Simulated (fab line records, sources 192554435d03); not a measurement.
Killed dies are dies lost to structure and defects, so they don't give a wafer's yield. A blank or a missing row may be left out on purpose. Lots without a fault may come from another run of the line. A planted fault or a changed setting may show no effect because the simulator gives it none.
One fault seen from 2 desks | flow n5_finfet | each desk has only its own numbers; what lay behind them comes last

THE METROLOGY DESK
What the gauges read, lot by lot, whatever tool the lot ran on: means of the sampled wafers that have a number. A lot is out of limits, marked OUT, if its mean lies more than 4 standard deviations from the usual mean; the brackets give that distance. Of its 10 readings 7 are shown: those that lie furthest out on some lot.
Columns: A = DIBL_N at N5_BEOL_M4_RC_MEAS_101, usual 35.0 mV/V; B = IOFF_N at N5_BEOL_M4_RC_MEAS_101, usual 0.14 nA/um; C = ION_N at N5_BEOL_M4_RC_MEAS_101, usual 667 uA/um; D = ION_P at N5_BEOL_M4_RC_MEAS_101, usual 460 uA/um; E = SS_N at N5_BEOL_M4_RC_MEAS_101, usual 71.2 mV/dec; F = VT_N at N5_BEOL_M4_RC_MEAS_101, usual 252 mV; G = VT_P at N5_BEOL_M4_RC_MEAS_101, usual -251 mV
lot  | first seen here | A    | B    | C   | D   | E    | F   | G
L137 | day 9 03:44     | 34.8 | 0.16 | 689 | 472 | 70.7 | 248 | -249
L152 | day 12 18:10    | 33.2 | 0.11 | 662 | 456 | 70.6 | 256 | -253
L154 | day 13 14:15    | 32.3 | 0.12 | 667 | 464 | 70.9 | 252 | -254
This desk's finding: nothing out of limits on any of the 3 lots.

THE TOOL OWNER'S DESK: pecvd-03
The tool's own readings at N5_FIN_SAQP_PECVD_48 (deposits SiNx from SiH4/NH3/N2, target thk 25 nm, time 22.1 s): means of the sampled wafers that have a number, for each lot that ran on this tool. A lot is out of limits, marked OUT, if its mean lies more than 4 standard deviations from the usual mean; the brackets give that distance.
Columns: A = heater_power_w at N5_FIN_SAQP_PECVD_48, usual 768 W; B = rf_fwd_power_W at N5_FIN_SAQP_PECVD_48, usual 297.2 W; C = showerhead_plenum_p_Torr at N5_FIN_SAQP_PECVD_48, usual 5.16 Torr; D = throttle_valve_pct at N5_FIN_SAQP_PECVD_48, usual 40 %
lot  | first seen here | A   | B     | C    | D
L137 | day 3 02:58     | 782 | 297.9 | 5.12 | 40
L152 | day 6 21:08     | 675 | 296.9 | 5.12 | 40
This desk's finding: nothing out of limits on any of the 2 lots.

PUT TOGETHER
The metrology desk saw nothing out of limits.
The tool owner's desk saw nothing out of limits.

WHAT THE SIMULATOR HAD PUT IN
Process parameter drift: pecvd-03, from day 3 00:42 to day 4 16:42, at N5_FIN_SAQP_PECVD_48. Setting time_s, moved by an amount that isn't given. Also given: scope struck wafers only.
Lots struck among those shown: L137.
